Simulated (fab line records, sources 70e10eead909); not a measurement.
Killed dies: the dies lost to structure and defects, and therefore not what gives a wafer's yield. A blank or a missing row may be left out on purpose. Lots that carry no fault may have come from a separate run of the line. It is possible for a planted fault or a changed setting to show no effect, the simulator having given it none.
Matching of chambers :: flow nand_harc :: NHARC_A_ZERO_WELL_ETCH_19 on rie_diel-03 has 4 sister chambers
The step etches the open film in N2/H2, target depth 80 nm, overetch 24 nm, time 87.88 s. 8 wafers are shown with their chamber, then 8 later ones without.

WAFERS PAIRED WITH THEIR CHAMBERS
wafer: L705.6
chamber: 3
oes_product_au (a.u.): 1.004
rf_vpp_V (V): 428

wafer: L706.1
chamber: 3
oes_product_au (a.u.): 1.000
rf_vpp_V (V): 428

wafer: L707.3
chamber: 2
oes_product_au (a.u.): 0.998
rf_vpp_V (V): 429

wafer: L707.6
chamber: 0
oes_product_au (a.u.): 0.992
rf_vpp_V (V): 430

wafer: L718.1
chamber: 1
oes_product_au (a.u.): 1.017
rf_vpp_V (V): 426

wafer: L718.2
chamber: 0
oes_product_au (a.u.): 0.995
rf_vpp_V (V): 428

wafer: L718.3
chamber: 2
oes_product_au (a.u.): 1.007
rf_vpp_V (V): 428

wafer: L721.2
chamber: 1
oes_product_au (a.u.): 1.017
rf_vpp_V (V): 428

WAFERS WHOSE CHAMBER IS MISSING
wafer: L721.3
oes_product_au (a.u.): 1.004
rf_vpp_V (V): 429

wafer: L721.6
oes_product_au (a.u.): 0.980
rf_vpp_V (V): 428

wafer: L722.1
oes_product_au (a.u.): 0.985
rf_vpp_V (V): 428

wafer: L722.2
oes_product_au (a.u.): 1.013
rf_vpp_V (V): 426

wafer: L722.6
oes_product_au (a.u.): 1.001
rf_vpp_V (V): 427

wafer: L723.2
oes_product_au (a.u.): 1.023
rf_vpp_V (V): 425

wafer: L723.3
oes_product_au (a.u.): 0.996
rf_vpp_V (V): 428

wafer: L723.6
oes_product_au (a.u.): 0.997
rf_vpp_V (V): 428

WHICH CHAMBER EACH WENT THROUGH
wafer: L721.3
from the rows above: can't be placed: 2 or 3
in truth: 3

wafer: L721.6
from the rows above: 0
in truth: 0

wafer: L722.1
from the rows above: 0
in truth: 0

wafer: L722.2
from the rows above: 1
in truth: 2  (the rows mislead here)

wafer: L722.6
from the rows above: can't be placed: 3 or 2 or 0
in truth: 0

wafer: L723.2
from the rows above: 1
in truth: 1

wafer: L723.3
from the rows above: can't be placed: 0 or 3 or 2
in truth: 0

wafer: L723.6
from the rows above: can't be placed: 0 or 3 or 2
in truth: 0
Placed correctly: 3 of 8. These rows do not allow placing 4 (true chamber among the candidates in 4). Number placed wrongly: 1.
How it was worked out, from the rows above alone: a wafer's distance from a chamber is the root of the sum, over the readings, of the square of ((its reading less the chamber's mean) divided by the reading's scatter). If the next closest chamber is less than 2 further off than the closest, the wafer can't be placed; otherwise it belongs to the closest. For every chamber, the mean is computed from those of its wafers that are shown. The scatter: the root of (the sum of the squares of (reading less its chamber's mean) over the shown wafers, divided by (wafers less chambers)).
